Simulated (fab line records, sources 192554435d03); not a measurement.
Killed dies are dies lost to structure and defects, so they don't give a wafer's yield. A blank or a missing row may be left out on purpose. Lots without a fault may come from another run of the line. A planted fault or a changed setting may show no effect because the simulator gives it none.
Split-lot experiment | flow n5_finfet | 7 lots, 21 wafers read, on a route of 1938 steps

THE SPLIT
At N5_BEOL_M13_EXPOSE_07 (exposes mask V12), the setting dose_mj was moved away from the recipe's 24.8 on 7 of the 21 wafers read, by -6.9% to +5.2%. The other wafers ran this setting at the recipe's value.

FROM THE SPLIT TO THE READING: what the file shows between them, 11 steps
- N5_BEOL_M13_PEB_08: peb time 90 s
- N5_BEOL_M13_DEVELOP_09: develop time 45 s
- N5_BEOL_M13_HARDBAKE_14: time 120 s
- N5_BEOL_M13_CD_MEAS_10: target cd 190 nm
- N5_BEOL_M13_DESCUM_15: chemistry O2, time 7.9 s
- N5_BEOL_M13_ETCH_59: etches BARC in N2/H2, target depth 89 nm, overetch 26.7 nm, time 67.9 s
- N5_BEOL_M13_VIA_ETCH_16: etches SiOC in C4F8/O2/Ar, target depth 921.7 nm
- N5_BEOL_M13_STRIP_63: strips in N2/H2
- N5_BEOL_M13_STRIP_64: strips in N2/H2
- N5_BEOL_M13_STRIP_71: strips in post etch residue remover, time 60 s
- N5_BEOL_M13_SRD_72: time 30 s, dry time 30 s

THE READING
cd_nm, in nm, at N5_BEOL_M13_CD_MEAS_17 (target cd 190 nm). Fault-free wafers of this fab line usually give 188.4 nm, standard deviation 1.8 nm.

wafer  | tool, chamber at the split | dose_mj as run | against the recipe | cd_nm, nm | against lot-mates on the recipe
L074.2 | krf_scanner-01, 0          | 24.8           | recipe             | 188.4     | -
L074.4 | krf_scanner-01, 0          | 24.8           | recipe             | 187.0     | -
L074.6 | krf_scanner-01, 0          | 24.8           | recipe             | 187.8     | -
L075.1 | krf_scanner-02, 0          | 24.8           | recipe             | 186.7     | -
L075.3 | krf_scanner-02, 0          | 24.8           | recipe             | 187.0     | -
L075.6 | krf_scanner-02, 0          | 24.8           | recipe             | 186.5     | -
L077.3 | krf_scanner-01, 0          | 24.8           | recipe             | 186.0     | -
L077.4 | krf_scanner-01, 0          | 25.72          | +3.7%              | 191.1     | +4.7
L077.6 | krf_scanner-01, 0          | 24.8           | recipe             | 186.8     | -
L082.1 | krf_scanner-02, 0          | 23.83          | -3.9%              | 186.1     | -2.5
L082.2 | krf_scanner-02, 0          | 23.83          | -3.9%              | 185.5     | -3.1
L082.3 | krf_scanner-02, 0          | 24.8           | recipe             | 188.6     | -
L086.2 | krf_scanner-01, 0          | 24.8           | recipe             | 187.4     | -
L086.5 | krf_scanner-01, 0          | 23.09          | -6.9%              | 180.1     | -7.3
L086.6 | krf_scanner-01, 0          | 23.09          | -6.9%              | 183.3     | -4.1
L090.1 | krf_scanner-01, 0          | 24.8           | recipe             | 188.1     | -
L090.3 | krf_scanner-01, 0          | 24.8           | recipe             | 185.7     | -
L090.5 | krf_scanner-01, 0          | 24.8           | recipe             | 185.8     | -
L092.1 | krf_scanner-02, 0          | 24.8           | recipe             | 188.6     | -
L092.4 | krf_scanner-02, 0          | 26.08          | +5.2%              | 194.8     | +6.2
L092.5 | krf_scanner-02, 0          | 26.08          | +5.2%              | 194.6     | +6.0

THE FIT
A straight line over all 21 wafers: cd_nm changes by +0.949 nm for each +1% of dose_mj; r = +0.90; the points scatter about the line by 1.4 nm.
The same after taking each lot's own level away (the mean of its wafers on the recipe; 21 wafers): +0.952 nm for each +1%; r = +0.96; scatter 0.9 nm.
On that fit, the largest move of dose_mj shifts the reading by 6.6 nm.
The lots' own levels span 186.40 to 188.60 nm, that is 1.2 times the standard deviation above.
So the lot-to-lot level changes the slope little: the two slopes agree.
Check: with one of the wafers moved furthest among these (-6.9%) left out of the fit, the line predicts -5.82 nm for it against its lot-mates. It came out at -7.3 nm against them.

THE WHOLE CHAIN: every reading that the file lists as answering this split, in the file's order
step                   | what it does     | reading | change (the file's fit)               | r (the file's)
N5_BEOL_M13_CD_MEAS_10 | target cd 190 nm | cd_nm   | +0.995 nm for each +1% of the setting | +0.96
N5_BEOL_M13_CD_MEAS_17 | target cd 190 nm | cd_nm   | +0.958 nm for each +1% of the setting | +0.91

THE FILE'S OWN FIT
cd_nm changes by +0.958 nm for each +1% of dose_mj, r = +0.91.
